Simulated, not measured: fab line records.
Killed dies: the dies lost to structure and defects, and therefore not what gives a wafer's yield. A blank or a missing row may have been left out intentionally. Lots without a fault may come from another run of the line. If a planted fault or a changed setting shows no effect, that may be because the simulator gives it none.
fab line records | flow nand-harc
record: lots: 14 wafers: 42 last-day: 33
route steps=1302 shown A_CONTACT@1049 THIN_TSV@1272 END@1302
lots that met no fault: taken from a fault-free run of the same line
start-h: hours from the record's first day to the start of the lot's first wafer shown | wait-h: hours since the lot's step before | " repeats the value in the row above | L1.1+2: a row that stands for several wafers | - no value present, or no start provided | * or withheld: withheld | < > ~ a bound
route shown NAME@n: a module of which the file shows steps, and the number in the route of the first | usual: mean/standard deviation of fault-free wafers | same: alike in all rows | chamber/n: place in a boat | sites: the reading at each site | _std_site: how widely they spread, as a standard deviation | _edge_site: inner sites' mean taken away from outer sites' mean | radius-mm: how far each site lies from the wafer's centre | mask NAME#n: copy n | behind: the most recent tool/chamber to have shaped the wafer | hold: why the lot went on hold/how many hours it stayed there/how the hold came to an end | device: the n, p or np transistor that did not switch | end of line: at the end of the route, the tests of the same wafers | step lacking rows: just its recipe | killed: not the wafer's yield, but the dies lost to structure and defects at the first sort | map: per-die view of a wafer (x killed, . not killed, _ where there is no die)
set.NAME: the setting the step ran with; set.NAME@STEP: the setting that earlier step ran with | model.NAME: the simulator's own value behind a step, which no gauge read
route steps across a sampled set of lots; one table per step, one row per wafer
services: from which hour (start-h, from the record's first day; less than 0 if before it) a tool's chamber was out of use, for how many hours, and why
== steps ==
step: NHARC_A_CONTACT_ETCH_126
recipe: source-w: withheld pressure-mtorr: 20 bias-v: 3000 time-s: 197 target-depth-a: 19180 ar-flow-sccm: withheld c4f8-flow-sccm: withheld o2-flow-sccm: withheld chemistry: C4F8/O2/Ar
columns lot.wafer tool chamber start-h wait-h rf-hours-counter-h
L929.1 har-cap-etch-01 1 517.84 0.1 0
L929.4 " 1 " " -
L929.3 " 0 " " -
L934.2 har-cap-etch-02 0 544.93 0.1 88
L934.3 " 1 " " -
L934.5 " 0 " " -
L937.2 har-cap-etch-01 0 575.92 0.1 10
L937.1 " 1 " " 10
L937.6 " 0 " " -
L936.1 har-cap-etch-03 0 576.96 0.1 57
L936.2 " 1 " " 57
L936.5 " 0 " " -
L935.1 har-cap-etch-01 0 583.80 0.2 12
L935.3 " 0 " " -
L935.6 " 0 " " -
L938.1 har-cap-etch-01 1 587.53 0.2 14
L938.3 " 0 " " -
L938.5 " 1 " " -
L939.4 har-cap-etch-02 0 626.96 0.1 -
L939.5 " 1 " " -
L939.6 " 0 " " -
L941.1 har-cap-etch-03 0 630.69 0.2 64
L941.3 " 0 " " -
L941.6 " 0 " " -
L940.1 har-cap-etch-01 0 631.86 0.1 20
L940.4 " 1 " " -
L940.6 " 1 " " -
L942.2 har-cap-etch-02 1 634.85 0.1 101
L942.4 " 1 " " -
L942.5 " 0 " " -
L943.4 har-cap-etch-02 1 650.05 0.1 -
L943.3 " 0 " " -
L943.5 " 0 " " -
L947.1 har-cap-etch-03 0 661.65 0.2 73
L947.4 " 1 " " -
L947.5 " 1 " " -
L946.2 har-cap-etch-03 0 673.32 0.2 75
L946.4 " 0 " " -
L946.5 " 1 " " -
L948.1 har-cap-etch-01 0 708.11 0.1 35
L948.4 " 0 " " -
L948.5 " 1 " " -
step: NHARC_THIN_TSV_PVD_19
recipe: target-thk-a: 200 chamber-pressure-pa: 5 material: TaN
usual: throttle-valve-pct: 29.6/1.1
columns lot.wafer tool chamber start-h wait-h throttle-valve-pct
L929.1 pvd-sputter-02 - - - 30.4
L929.4 " - " " 28.1
L929.3 " - " " 31.1
L934.2 pvd-sputter-02 - - - 28.4
L934.3 " - " " 30.3
L934.5 " - " " 28.1
L936.1 pvd-sputter-01 - - - 29.5
L936.2 " - " " 29.2
L936.5 " - " " 30.2
L937.1 pvd-sputter-01 - - - 29.9
L937.2 " - " " 30.5
L937.6 " - " " 28.7
L935.3 pvd-sputter-01 - - - 29.0
L935.1 " - " " 30.1
L935.6 " - " " 28.9
L938.3 pvd-sputter-02 - - - 30.6
L938.1 " - " " 28.0
L938.5 " - " " 28.1
L939.4 pvd-sputter-02 - - - 28.9
L939.6 " - " " 30.6
L939.5 " - " " 28.8
L941.3 pvd-sputter-01 - - - 29.9
L941.1 " - " " 29.3
L941.6 " - " " 30.4
L940.1 pvd-sputter-03 - - - 28.1
L940.4 " - " " 33.2
L940.6 " - " " 28.7
L942.4 pvd-sputter-02 - - - 28.9
L942.2 " - " " 30.1
L942.5 " - " " 30.6
L943.4 pvd-sputter-02 - - - 30.0
L943.3 " - " " 28.6
L943.5 " - " " 28.7
L947.4 pvd-sputter-01 - - - 30.5
L947.1 " - " " 30.0
L947.5 " - " " 28.8
L946.4 pvd-sputter-02 - - - 30.5
L946.2 " - " " 28.9
L946.5 " - " " 29.1
L948.1 pvd-sputter-01 - - - 29.6
L948.4 " - " " 29.9
L948.5 " - " " 29.6
step: NHARC_THIN_TSV_PVD_51
recipe: target-thk-a: 1000 chamber-pressure-pa: 5 material: Cu
usual: throttle-valve-pct: 29.7/1.2
columns lot.wafer tool chamber start-h wait-h throttle-valve-pct
L929.1 pvd-sputter-02 - - - 28.5
L929.3 " - " " 31.4
L929.4 " - " " 29.2
L934.2 pvd-sputter-02 - - - 29.1
L934.3 " - " " 30.4
L934.5 " - " " 30.8
L936.1 pvd-sputter-01 - - - 28.8
L936.2 " - " " 29.7
L936.5 " - " " 29.8
L937.2 pvd-sputter-01 - - - 30.3
L937.1 " - " " 30.0
L937.6 " - " " 30.2
L935.1 pvd-sputter-01 - - - 30.3
L935.3 " - " " 29.8
L935.6 " - " " 29.6
L938.3 pvd-sputter-02 - - - 29.1
L938.1 " - " " 28.0
L938.5 " - " " 28.9
L939.4 pvd-sputter-02 - - - 28.8
L939.5 " - " " 30.0
L939.6 " - " " 28.9
L941.3 pvd-sputter-01 - - - 29.3
L941.1 " - " " 30.2
L941.6 " - " " 29.6
L940.4 pvd-sputter-03 - - - 33.5
L940.1 " - " " 27.8
L940.6 " - " " 27.8
L942.4 pvd-sputter-02 - - - 28.8
L942.2 " - " " 30.8
L942.5 " - " " 30.2
L943.3 pvd-sputter-02 - - - 29.1
L943.4 " - " " 28.8
L943.5 " - " " 30.0
L947.1 pvd-sputter-01 - - - 29.2
L947.4 " - " " 30.3
L947.5 " - " " 29.7
L946.4 pvd-sputter-02 - - - 28.8
L946.2 " - " " 30.1
L946.5 " - " " 28.7
L948.1 pvd-sputter-01 - - - 30.5
L948.4 " - " " 29.9
L948.5 " - " " 30.6
step: NHARC_THIN_TSV_STRIP_56
recipe: power-w: 1500 temp-c: 250 chemistry: O2
usual: drypump-motor-current-A: 5.7/0.77 heater-power-w: 356/21
columns lot.wafer tool chamber start-h wait-h drypump-motor-current-A heater-power-w rf-hours-counter-h
L929.1 plasma-asher-01 1 571.01 0.2 6.3 378 8
L929.3 " 1 " " 6.4 378 -
L929.4 " 0 " " 5.4 369 -
L934.2 plasma-asher-02 0 590.25 0.1 4.7 354 31
L934.3 " 0 " " 4.7 358 -
L934.5 " 0 " " 4.7 364 -
L936.2 plasma-asher-02 1 625.67 0.1 6.6 320 2
L936.1 " 0 " " 4.7 341 2
L936.5 " 0 " " 4.7 346 -
L937.1 plasma-asher-01 0 626.72 0.1 5.4 382 19
L937.2 " 1 " " 6.3 373 19
L937.6 " 1 " " 6.3 385 -
L935.1 plasma-asher-02 1 633.81 0.1 6.6 331 4
L935.3 " 0 " " 4.7 340 -
L935.6 " 0 " " 4.7 339 -
L938.1 plasma-asher-01 0 635.11 0.1 5.4 380 20
L938.3 " 0 " " 5.4 374 -
L938.5 " 1 " " 6.4 372 -
L939.4 plasma-asher-02 0 677.34 0.2 4.7 344 -
L939.6 " 0 " " 4.7 356 -
L939.5 " 1 " " 6.6 325 -
L941.1 plasma-asher-02 1 680.37 0.2 6.6 325 13
L941.3 " 0 " " 4.7 344 -
L941.6 " 0 " " 4.7 341 -
L940.1 plasma-asher-01 0 684.92 0.1 5.4 378 29
L940.4 " 1 " " 6.3 378 -
L940.6 " 1 " " 6.3 374 -
L942.2 plasma-asher-02 1 686.21 0.1 6.6 333 15
L942.4 " 0 " " 4.7 341 -
L942.5 " 0 " " 4.7 338 -
L943.4 plasma-asher-02 0 697.97 0.2 4.7 344 -
L943.3 " 1 " " 6.6 326 -
L943.5 " 0 " " 4.7 343 -
L947.1 plasma-asher-01 1 711.70 0.1 6.3 382 1
L947.4 " 1 " " 6.3 366 -
L947.5 " 1 " " 6.3 377 -
L946.2 plasma-asher-01 1 722.11 0.1 6.3 370 2
L946.4 " 0 " " 5.3 361 -
L946.5 " 1 " " 6.3 387 -
L948.1 plasma-asher-01 1 763.51 0.1 6.4 376 10
L948.4 " 1 " " 6.4 381 -
L948.5 " 0 " " 5.4 366 -
step: NHARC_END_SORT_01
recipe: temp-c: 25
usual: killed-at-array: 62/20 killed-at-other: 0.8/1.1 killed-at-periphery: 3.5/2.4 killed-dies: 66/21 killed-open: 3.5/1.9 killed-short: 2.5/1.7
same: gross-dies: 677
columns lot.wafer tool chamber start-h wait-h killed-at-array killed-at-other killed-at-periphery killed-dies killed-open killed-short
L929.1 prober-02 0 581.00 2.5 24 0 1 25 3 1
L929.3 prober-02 0 582.59 3.1 27 0 2 29 4 4
L929.4 prober-02 0 583.39 3.4 26 0 2 28 0 3
L934.2 prober-02 0 600.55 2.8 47 1 4 52 6 2
L934.3 prober-02 0 601.34 3.1 51 2 4 57 4 3
L934.5 prober-02 0 602.91 3.6 44 1 1 46 2 6
L936.1 prober-02 0 634.05 2.5 93 0 0 93 7 7
L936.2 prober-02 0 634.85 2.8 79 0 0 79 4 4
L936.5 prober-02 0 637.26 3.7 86 0 2 88 5 3
L937.1 prober-01 0 634.09 2.5 37 1 3 41 4 5
L937.2 prober-01 0 634.88 2.8 32 1 3 36 6 2
L937.6 prober-01 0 638.04 4.0 32 4 2 38 2 2
L935.1 prober-01 0 643.69 2.5 91 1 3 95 3 1
L935.3 prober-01 0 645.27 3.1 88 1 4 93 3 3
L935.6 prober-01 0 647.65 4.0 90 1 4 95 3 2
L938.1 prober-02 0 643.69 2.5 58 2 3 63 5 4
L938.3 prober-02 0 645.31 3.1 70 1 0 71 11 1
L938.5 prober-02 0 646.92 3.7 85 1 0 86 1 3
L939.4 prober-01 0 688.16 3.4 53 1 8 62 2 5
L939.5 prober-01 0 688.95 3.7 47 2 6 55 3 1
L939.6 prober-01 0 689.75 4.0 53 1 5 59 1 4
L941.1 prober-02 0 688.88 2.5 83 0 2 85 4 3
L941.3 prober-02 0 690.48 3.1 74 1 0 75 2 1
L941.6 prober-02 0 692.88 4.0 85 0 1 86 5 3
L942.2 prober-01 0 696.09 2.8 50 0 3 53 2 0
L942.4 prober-01 0 697.70 3.4 50 0 3 53 2 1
L942.5 prober-01 0 698.51 3.7 39 0 6 45 4 1
L940.1 prober-02 0 696.65 2.5 78 1 5 84 3 2
L940.4 prober-02 0 698.98 3.3 83 0 9 92 3 4
L940.6 prober-02 0 700.53 3.9 77 0 3 80 4 3
L943.3 prober-01 0 706.78 3.1 25 0 3 28 4 4
L943.4 prober-01 0 707.58 3.4 21 0 1 22 1 2
L943.5 prober-01 0 708.38 3.7 21 0 6 27 2 4
L947.1 prober-02 0 720.57 2.5 132 6 5 143 4 5
L947.4 prober-02 0 722.94 3.4 154 1 1 156 3 2
L947.5 prober-02 0 723.73 3.7 128 1 4 133 0 5
L946.2 prober-02 0 731.24 2.8 138 0 3 141 2 3
L946.4 prober-02 0 732.81 3.4 125 4 7 136 5 2
L946.5 prober-02 0 733.60 3.6 143 0 4 147 3 1
L948.1 prober-01 0 779.73 2.5 67 0 6 73 4 3
L948.4 prober-01 0 782.14 3.4 56 0 4 60 2 2
L948.5 prober-01 0 782.95 3.7 60 0 5 65 2 1
killed by level:class
L929.1 A_CHANNEL_HOLE_D2:chamber-film-flake=7 A_SGD_CUT:chamber-film-flake=4 A_CONTACT:chamber-film-flake=3 A_CHANNEL_HOLE_D1:chamber-film-flake=2 A_CONTACT:unspecified=2 P_GATE:geometric-particle:open=1 A_ONON_D1:geometric-particle:open=1 A_DECK1_JOINT:geometric-particle:short=1
L929.3 A_CHANNEL_HOLE_D2:chamber-film-flake=5 A_SGD_CUT:chamber-film-flake=4 A_CHANNEL_HOLE_D1:chamber-film-flake=3 A_WL_FILL:geometric-particle:short=2 A_ZERO_WELL:chamber-film-flake=2 A_CONTACT:chamber-film-flake=2 P_GATE:geometric-particle:open=1 P_M0:geometric-particle:open=1
L929.4 A_CHANNEL_HOLE_D2:chamber-film-flake=5 A_CONTACT:unspecified=4 A_SGD_CUT:chamber-film-flake=3 A_WL_FILL:geometric-particle:short=2 A_CHANNEL_FILL_D2:chamber-film-flake=2 A_STAIRCASE:chamber-film-flake=2 A_WL_FILL:chamber-film-flake=2 A_CONTACT:chamber-film-flake=2
L934.2 A_CHANNEL_HOLE_D2:chamber-film-flake=33 A_CHANNEL_HOLE_D1:chamber-film-flake=3 A_ONON_D1:geometric-particle:open=2 P_GATE:chamber-film-flake=2 A_STAIRCASE:chamber-film-flake=2 P_CONTACT:geometric-particle:open=1 P_M0:geometric-particle:open=1 A_SOURCE_PLATE:geometric-particle:open=1
L934.3 A_CHANNEL_HOLE_D2:chamber-film-flake=35 A_CONTACT:chamber-film-flake=5 A_CHANNEL_HOLE_D1:chamber-film-flake=3 A_CHANNEL_FILL_D2:geometric-particle:open=2 P_GATE:chamber-film-flake=2 A_STAIRCASE:chamber-film-flake=2 P_GATE:geometric-particle:open=1 P_CONTACT:geometric-particle:short=1
L934.5 A_CHANNEL_HOLE_D2:chamber-film-flake=29 A_CONTACT:chamber-film-flake=3 A_CHANNEL_HOLE_D1:chamber-film-flake=2 P_CONTACT:geometric-particle:open=1 A_ONON_D1:geometric-particle:short=1 A_ONON_D1:geometric-particle:open=1 A_CHANNEL_HOLE_D2:geometric-particle:short=1 A_WL_FILL:geometric-particle:short=1
L936.1 A_CHANNEL_HOLE_D1:chamber-film-flake=28 A_SLIT:chamber-film-flake=28 A_CHANNEL_HOLE_D2:chamber-film-flake=11 A_STAIRCASE:chamber-film-flake=5 A_CHANNEL_FILL_D2:chamber-film-flake=4 A_M0:geometric-particle:open=3 A_ONON_D1:geometric-particle:open=2 A_ONON_D1:geometric-particle:short=2
L937.1 A_CHANNEL_HOLE_D2:chamber-film-flake=11 A_CHANNEL_HOLE_D1:chamber-film-flake=7 A_WL_FILL:chamber-film-flake=3 A_ONON_D1:geometric-particle:open=2 P_ZERO_WELL:chamber-film-flake=2 A_ZERO_WELL:chamber-film-flake=2 A_CHANNEL_FILL_D1:chamber-film-flake=2 A_SLIT:chamber-film-flake=2
L936.2 A_SLIT:chamber-film-flake=26 A_CHANNEL_HOLE_D1:chamber-film-flake=25 A_CHANNEL_HOLE_D2:chamber-film-flake=9 A_STAIRCASE:chamber-film-flake=5 A_CHANNEL_FILL_D2:chamber-film-flake=4 A_CHANNEL_FILL_D1:geometric-particle:short=1 A_DECK1_JOINT:geometric-particle:short=1 A_DECK1_JOINT:geometric-particle:open=1
L937.2 A_CHANNEL_HOLE_D2:chamber-film-flake=10 A_CHANNEL_HOLE_D1:chamber-film-flake=5 A_STAIRCASE:chamber-film-flake=3 A_CONTACT:chamber-film-flake=3 A_ONON_D2:geometric-particle:open=2 A_ZERO_WELL:chamber-film-flake=2 A_WL_FILL:chamber-film-flake=2 P_GATE:geometric-particle:short=1
L936.5 A_CHANNEL_HOLE_D1:chamber-film-flake=33 A_SLIT:chamber-film-flake=29 A_CHANNEL_HOLE_D2:chamber-film-flake=9 A_STAIRCASE:chamber-film-flake=4 P_M0:geometric-particle:open=1 A_ONON_D1:geometric-particle:short=1 A_ONON_D2:geometric-particle:open=1 A_CHANNEL_FILL_D2:geometric-particle:short=1
L937.6 A_CHANNEL_HOLE_D2:chamber-film-flake=10 A_CHANNEL_HOLE_D1:chamber-film-flake=4 A_STAIRCASE:chamber-film-flake=4 THIN_TSV:chamber-film-flake=4 A_ZERO_WELL:chamber-film-flake=3 A_WL_FILL:chamber-film-flake=3 A_CONTACT:chamber-film-flake=3 P_M0:geometric-particle:short=1
L935.1 A_SLIT:chamber-film-flake=31 A_CHANNEL_HOLE_D2:chamber-film-flake=29 A_ZERO_WELL:chamber-film-flake=7 A_CONTACT:chamber-film-flake=7 A_CHANNEL_HOLE_D1:chamber-film-flake=5 A_STAIRCASE:chamber-film-flake=4 A_WL_FILL:chamber-film-flake=3 P_GATE:geometric-particle:short=1
L938.1 A_CHANNEL_HOLE_D2:chamber-film-flake=30 A_SLIT:chamber-film-flake=15 A_ONON_D2:geometric-particle:short=2 A_M0:geometric-particle:open=2 A_CHANNEL_HOLE_D1:chamber-film-flake=2 A_STAIRCASE:chamber-film-flake=2 P_GATE:geometric-particle:short=1 A_ONON_D2:geometric-particle:open=1
L935.3 A_CHANNEL_HOLE_D2:chamber-film-flake=34 A_SLIT:chamber-film-flake=31 A_WL_FILL:chamber-film-flake=4 A_CONTACT:chamber-film-flake=4 A_STAIRCASE:chamber-film-flake=3 A_WL_FILL:geometric-particle:short=2 P_ZERO_WELL:chamber-film-flake=2 A_ZERO_WELL:chamber-film-flake=2
L938.3 A_CHANNEL_HOLE_D2:chamber-film-flake=25 A_SLIT:chamber-film-flake=25 A_CONTACT:geometric-particle:open=3 A_CHANNEL_HOLE_D1:chamber-film-flake=3 A_CHANNEL_FILL_D1:geometric-particle:open=2 A_M0:geometric-particle:open=2 A_STAIRCASE:chamber-film-flake=2 A_ONON_D1:geometric-particle:open=1
L938.5 A_CHANNEL_HOLE_D2:chamber-film-flake=37 A_SLIT:chamber-film-flake=32 A_CHANNEL_HOLE_D1:chamber-film-flake=6 A_STAIRCASE:chamber-film-flake=4 A_CHANNEL_FILL_D1:chamber-film-flake=2 A_DECK1_JOINT:geometric-particle:short=1 A_CHANNEL_FILL_D2:geometric-particle:short=1 A_WL_FILL:geometric-particle:short=1
L935.6 A_SLIT:chamber-film-flake=38 A_CHANNEL_HOLE_D2:chamber-film-flake=33 A_ZERO_WELL:chamber-film-flake=5 A_CHANNEL_HOLE_D1:chamber-film-flake=3 A_STAIRCASE:chamber-film-flake=3 P_GATE:chamber-film-flake=2 A_CONTACT:chamber-film-flake=2 P_M0:geometric-particle:open=1
L939.4 A_SLIT:chamber-film-flake=27 A_STAIRCASE:chamber-film-flake=10 A_CHANNEL_HOLE_D1:chamber-film-flake=4 A_CONTACT:chamber-film-flake=4 P_GATE:chamber-film-flake=3 A_WL_FILL:geometric-particle:short=2 P_CONTACT:chamber-film-flake=2 A_ONON_D1:geometric-particle:short=1
L941.1 A_SLIT:chamber-film-flake=35 A_CHANNEL_HOLE_D2:chamber-film-flake=21 A_STAIRCASE:chamber-film-flake=7 A_CHANNEL_HOLE_D1:chamber-film-flake=6 A_CONTACT:chamber-film-flake=4 P_CONTACT:geometric-particle:open=2 A_ZERO_WELL:chamber-film-flake=2 A_CHANNEL_FILL_D1:geometric-particle:open=1
L939.5 A_SLIT:chamber-film-flake=26 A_STAIRCASE:chamber-film-flake=13 P_BONDPAD:chamber-film-flake=4 A_CHANNEL_FILL_D2:geometric-particle:open=2 P_ZERO_WELL:chamber-film-flake=2 A_CONTACT:chamber-film-flake=2 THIN_TSV:chamber-film-flake=2 A_CHANNEL_HOLE_D1:geometric-particle:open=1
L939.6 A_SLIT:chamber-film-flake=32 A_STAIRCASE:chamber-film-flake=8 A_CHANNEL_HOLE_D1:chamber-film-flake=5 P_ZERO_WELL:chamber-film-flake=2 P_GATE:chamber-film-flake=2 A_ONON_D1:geometric-particle:short=1 A_CHANNEL_HOLE_D1:geometric-particle:short=1 A_DECK1_JOINT:geometric-particle:short=1
L941.3 A_SLIT:chamber-film-flake=34 A_CHANNEL_HOLE_D2:chamber-film-flake=17 A_CHANNEL_HOLE_D1:chamber-film-flake=9 A_STAIRCASE:chamber-film-flake=5 A_CHANNEL_FILL_D2:chamber-film-flake=2 A_CONTACT:chamber-film-flake=2 A_DECK1_JOINT:geometric-particle:short=1 A_STAIRCASE:geometric-particle:open=1
L941.6 A_SLIT:chamber-film-flake=34 A_CHANNEL_HOLE_D2:chamber-film-flake=27 A_CHANNEL_HOLE_D1:chamber-film-flake=5 A_STAIRCASE:chamber-film-flake=5 A_CONTACT:chamber-film-flake=3 A_ONON_D1:geometric-particle:short=2 P_GATE:geometric-particle:open=1 A_CHANNEL_FILL_D1:geometric-particle:open=1
L942.2 A_CHANNEL_HOLE_D2:chamber-film-flake=26 A_CHANNEL_HOLE_D1:chamber-film-flake=10 A_WL_FILL:chamber-film-flake=3 A_CONTACT:chamber-film-flake=3 P_STI:chamber-film-flake=2 A_CHANNEL_FILL_D2:geometric-particle:open=1 A_CONTACT:geometric-particle:open=1 P_BONDPAD:chamber-film-flake=1
L940.1 A_CHANNEL_HOLE_D1:chamber-film-flake=36 A_SLIT:chamber-film-flake=31 P_CONTACT:chamber-film-flake=3 A_STAIRCASE:chamber-film-flake=3 P_M0:geometric-particle:open=1 A_CHANNEL_FILL_D1:geometric-particle:open=1 A_ONON_D2:geometric-particle:open=1 A_ONON_D2:geometric-particle:short=1
L942.4 A_CHANNEL_HOLE_D2:chamber-film-flake=22 A_CHANNEL_HOLE_D1:chamber-film-flake=13 A_DECK1_JOINT:chamber-film-flake=5 A_CONTACT:chamber-film-flake=4 P_STI:chamber-film-flake=3 A_CHANNEL_FILL_D1:geometric-particle:short=1 A_DECK1_JOINT:geometric-particle:open=1 A_BLC:geometric-particle:open=1
L942.5 A_CHANNEL_HOLE_D2:chamber-film-flake=22 A_CHANNEL_HOLE_D1:chamber-film-flake=6 P_BONDPAD:chamber-film-flake=4 A_SLIT:chamber-film-flake=2 A_ONON_D1:geometric-particle:short=1 A_CHANNEL_FILL_D1:geometric-particle:open=1 A_ONON_D2:geometric-particle:open=1 A_CHANNEL_FILL_D2:geometric-particle:open=1
L940.4 A_CHANNEL_HOLE_D1:chamber-film-flake=43 A_SLIT:chamber-film-flake=31 P_CONTACT:chamber-film-flake=3 A_WL_FILL:geometric-particle:short=2 P_ZERO_WELL:chamber-film-flake=2 P_GATE:chamber-film-flake=2 A_CHANNEL_FILL_D1:chamber-film-flake=2 P_M1:geometric-particle:open=1
L940.6 A_SLIT:chamber-film-flake=34 A_CHANNEL_HOLE_D1:chamber-film-flake=30 A_M1:geometric-particle:open=2 P_CONTACT:chamber-film-flake=2 A_CONTACT:chamber-film-flake=2 A_ONON_D2:geometric-particle:short=1 A_WL_FILL:geometric-particle:short=1 A_CONTACT:geometric-particle:open=1
L943.3 A_CHANNEL_HOLE_D1:chamber-film-flake=8 A_CONTACT:chamber-film-flake=4 A_ONON_D1:geometric-particle:short=2 A_DECK1_JOINT:geometric-particle:open=2 P_BONDPAD:chamber-film-flake=2 A_SLIT:chamber-film-flake=2 A_WL_FILL:chamber-film-flake=2 P_M2:geometric-particle:short=1
L943.4 A_CHANNEL_HOLE_D1:chamber-film-flake=5 A_CONTACT:chamber-film-flake=5 A_WL_FILL:chamber-film-flake=4 A_SLIT:chamber-film-flake=3 P_M2:geometric-particle:short=1 A_WL_FILL:geometric-particle:open=1 A_WL_FILL:geometric-particle:short=1 A_CHANNEL_FILL_D1:chamber-film-flake=1
L943.5 A_CHANNEL_HOLE_D1:chamber-film-flake=5 A_SLIT:chamber-film-flake=4 A_CONTACT:chamber-film-flake=3 P_BONDPAD:chamber-film-flake=2 A_CHANNEL_FILL_D1:chamber-film-flake=2 A_CHANNEL_HOLE_D2:chamber-film-flake=2 A_WL_FILL:chamber-film-flake=2 P_GATE:geometric-particle:short=1
L947.1 A_CONTACT:unspecified=52 A_CHANNEL_HOLE_D1:chamber-film-flake=34 A_SLIT:chamber-film-flake=31 THIN_TSV:chamber-film-flake=6 A_CONTACT:chamber-film-flake=4 P_M1:geometric-particle:open=2 A_WL_FILL:geometric-particle:short=2 A_CHANNEL_FILL_D2:chamber-film-flake=2
L947.4 A_CONTACT:unspecified=91 A_CHANNEL_HOLE_D1:chamber-film-flake=33 A_SLIT:chamber-film-flake=26 P_M0:geometric-particle:open=1 A_CHANNEL_FILL_D1:geometric-particle:short=1 A_ONON_D2:geometric-particle:open=1 A_CHANNEL_HOLE_D2:geometric-particle:open=1 A_WL_FILL:geometric-particle:short=1
L947.5 A_CONTACT:unspecified=72 A_SLIT:chamber-film-flake=29 A_CHANNEL_HOLE_D1:chamber-film-flake=19 A_CONTACT:chamber-film-flake=3 A_CHANNEL_FILL_D1:geometric-particle:short=2 P_STI:chamber-film-flake=2 P_STI:geometric-particle:short=1 P_CONTACT:geometric-particle:short=1
L946.2 A_CONTACT:unspecified=56 A_SLIT:chamber-film-flake=36 A_CHANNEL_HOLE_D2:chamber-film-flake=26 A_CONTACT:chamber-film-flake=7 A_CHANNEL_HOLE_D1:chamber-film-flake=5 A_ONON_D2:geometric-particle:short=2 P_GATE:chamber-film-flake=2 A_WL_FILL:chamber-film-flake=2
L946.4 A_CONTACT:unspecified=53 A_SLIT:chamber-film-flake=31 A_CHANNEL_HOLE_D2:chamber-film-flake=19 A_CHANNEL_HOLE_D1:chamber-film-flake=12 A_CONTACT:chamber-film-flake=4 P_STI:chamber-film-flake=3 THIN_TSV:chamber-film-flake=3 P_CONTACT:geometric-particle:open=2
L946.5 A_CONTACT:unspecified=84 A_SLIT:chamber-film-flake=27 A_CHANNEL_HOLE_D2:chamber-film-flake=14 A_CHANNEL_HOLE_D1:chamber-film-flake=6 P_STI:chamber-film-flake=4 A_CONTACT:chamber-film-flake=2 A_CHANNEL_FILL_D2:chamber-film-flake=2 A_WL_FILL:chamber-film-flake=2
L948.1 A_CHANNEL_HOLE_D2:chamber-film-flake=31 A_CONTACT:chamber-film-flake=10 A_CHANNEL_HOLE_D1:chamber-film-flake=9 A_BONDPAD:chamber-film-flake=6 P_STI:chamber-film-flake=3 A_M0:geometric-particle:open=2 P_GATE:chamber-film-flake=2 A_STAIRCASE:chamber-film-flake=2
L948.4 A_CHANNEL_HOLE_D2:chamber-film-flake=22 A_CHANNEL_HOLE_D1:chamber-film-flake=11 A_SLIT:chamber-film-flake=9 A_CONTACT:chamber-film-flake=7 P_GATE:chamber-film-flake=2 A_BONDPAD:chamber-film-flake=2 A_DECK1_JOINT:geometric-particle:open=1 A_DECK1_JOINT:geometric-particle:short=1
L948.5 A_CHANNEL_HOLE_D2:chamber-film-flake=33 A_CHANNEL_HOLE_D1:chamber-film-flake=10 A_SLIT:chamber-film-flake=8 P_STI:chamber-film-flake=3 A_CONTACT:chamber-film-flake=3 A_BONDPAD:chamber-film-flake=2 A_DECK1_JOINT:geometric-particle:short=1 A_CHANNEL_FILL_D2:geometric-particle:open=1
== services ==
columns tool chamber start-h hours kind
har-cap-etch-01 - 500.04 17.0 pm
plasma-asher-01 - 519.43 9.0 pm
plasma-asher-01 0 519.43 9.0 vent-cycle
plasma-asher-01 1 519.43 9.0 vent-cycle
plasma-asher-01 0 528.43 - clean
plasma-asher-01 1 528.43 - clean
pvd-sputter-03 - 538.22 10.0 pm
pvd-sputter-01 - 582.00 10.0 pm
plasma-asher-01 - 592.50 3.8 repair
plasma-asher-02 - 608.57 9.0 pm
plasma-asher-02 0 608.57 9.0 vent-cycle
plasma-asher-02 1 608.57 9.0 vent-cycle
plasma-asher-02 - 632.16 0.7 repair
pvd-sputter-02 - 638.08 10.0 pm
pvd-sputter-03 - 663.61 0.7 repair
pvd-sputter-01 - 669.47 1.7 repair
pvd-sputter-03 - 678.42 0.5 repair
pvd-sputter-01 - 685.02 4.3 repair
plasma-asher-01 - 696.43 9.0 pm
pvd-sputter-03 - 716.22 10.0 pm
plasma-asher-01 - 721.27 0.7 repair
pvd-sputter-02 - 752.12 5.2 repair
har-cap-etch-02 - 754.00 17.0 pm
pvd-sputter-01 - 760.05 10.0 pm
== key ==
first-sign: step: NHARC_END_SORT_01 reading: killed-dies direction: up sigmas: 3.7 usual: 66 struck: 143
effect: step: NHARC_END_SORT_01 reading: killed-at-array direction: up sigmas: 3.7 usual: 62 struck: 137
more-kills-born-at: NHARC_A_CONTACT_ETCH_126@har-cap-etch-03: 405
met-at NHARC_A_CONTACT_ETCH_126
struck-lots L946,L947
tester-left-out L946,L947
not-acting-at NHARC_THIN_TSV_PVD_19,NHARC_THIN_TSV_PVD_51,NHARC_THIN_TSV_STRIP_56
onset-between 630.69 661.65
fault: kind: chamber-particle-source tool: har-cap-etch-03 chamber: - onset-h: 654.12 steps: NHARC_A_CONTACT_ETCH_126 rate-per-visit-cm2: 0.98043 end-h: 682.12
tester-left-out: of these lots the tester's yield and bins aren't shown, on N5 and GAA mostly nor the transistor test; their killed dies are dies lost to structure and defects alone, not to doping, threshold or leakage, so they don't give the yield
